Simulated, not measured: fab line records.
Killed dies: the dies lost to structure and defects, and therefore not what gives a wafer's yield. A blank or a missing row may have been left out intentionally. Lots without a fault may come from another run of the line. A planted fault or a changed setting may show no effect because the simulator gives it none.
Matching of chambers || flow nand harc || NHARC_P_M1_DEP_33 on pecvd-03 has 3 sister chambers
The step deposits SiCN, target thk 30 nm. 6 wafers are shown with their chamber, then 12 later ones without.

WAFERS PAIRED WITH THEIR CHAMBERS
{"wafer": "L087.4", "chamber": 1, "heater power w (W)": 550, "chamber pressure Torr (Torr)": 3.009}
{"wafer": "L087.5", "chamber": 2, "heater power w (W)": 460, "chamber pressure Torr (Torr)": 3.014}
{"wafer": "L088.4", "chamber": 1, "heater power w (W)": 493, "chamber pressure Torr (Torr)": 2.996}
{"wafer": "L089.1", "chamber": 2, "heater power w (W)": 500, "chamber pressure Torr (Torr)": 3.000}
{"wafer": "L089.3", "chamber": 0, "heater power w (W)": 534, "chamber pressure Torr (Torr)": 3.012}
{"wafer": "L089.4", "chamber": 0, "heater power w (W)": 523, "chamber pressure Torr (Torr)": 3.009}

WAFERS WITHOUT THEIR CHAMBER
{"wafer": "L093.1", "heater power w (W)": 478, "chamber pressure Torr (Torr)": 2.997}
{"wafer": "L093.3", "heater power w (W)": 419, "chamber pressure Torr (Torr)": 2.997}
{"wafer": "L093.6", "heater power w (W)": 474, "chamber pressure Torr (Torr)": 3.003}
{"wafer": "L094.2", "heater power w (W)": 527, "chamber pressure Torr (Torr)": 2.996}
{"wafer": "L094.3", "heater power w (W)": 458, "chamber pressure Torr (Torr)": 2.988}
{"wafer": "L094.4", "heater power w (W)": 445, "chamber pressure Torr (Torr)": 2.995}
{"wafer": "L095.1", "heater power w (W)": 479, "chamber pressure Torr (Torr)": 2.990}
{"wafer": "L095.2", "heater power w (W)": 571, "chamber pressure Torr (Torr)": 2.989}
{"wafer": "L095.4", "heater power w (W)": 517, "chamber pressure Torr (Torr)": 2.987}
{"wafer": "L097.1", "heater power w (W)": 475, "chamber pressure Torr (Torr)": 3.010}
{"wafer": "L097.4", "heater power w (W)": 480, "chamber pressure Torr (Torr)": 3.004}
{"wafer": "L097.6", "heater power w (W)": 508, "chamber pressure Torr (Torr)": 3.004}

WHICH CHAMBER EACH WENT THROUGH
{"wafer": "L093.1", "from the rows above": "can't be placed: 2 or 1 or 0", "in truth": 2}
{"wafer": "L093.3", "from the rows above": "can't be placed: 2 or 1 or 0", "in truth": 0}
{"wafer": "L093.6", "from the rows above": "can't be placed: 2 or 1 or 0", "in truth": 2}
{"wafer": "L094.2", "from the rows above": "can't be placed: 1 or 0 or 2", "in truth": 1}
{"wafer": "L094.3", "from the rows above": "can't be placed: 2 or 1 or 0", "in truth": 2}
{"wafer": "L094.4", "from the rows above": "can't be placed: 2 or 1 or 0", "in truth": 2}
{"wafer": "L095.1", "from the rows above": "can't be placed: 2 or 1 or 0", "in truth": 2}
{"wafer": "L095.2", "from the rows above": "can't be placed: 1 or 0 or 2", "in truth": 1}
{"wafer": "L095.4", "from the rows above": "can't be placed: 1 or 2 or 0", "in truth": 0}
{"wafer": "L097.1", "from the rows above": "can't be placed: 2 or 0 or 1", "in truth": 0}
{"wafer": "L097.4", "from the rows above": "can't be placed: 2 or 1 or 0", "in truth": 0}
{"wafer": "L097.6", "from the rows above": "can't be placed: 1 or 2 or 0", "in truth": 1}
Correctly placed: 0 of 12. Cannot be placed on the basis of these rows: 12; the candidates contain the true chamber in 12. Number placed wrongly: 0.
How it was worked out, from the rows above alone: a wafer's distance from a chamber is the root of the sum, over the readings, of the square of ((its reading less the chamber's mean) divided by the reading's scatter). The wafer belongs to the nearest chamber; if the next one is less than 2 further off, it can't be placed. For every chamber, the mean is computed from those of its wafers that are shown. The scatter: take each reading less its chamber's mean, square it, sum over the shown wafers, divide by the number of wafers less the number of chambers, and take the root.
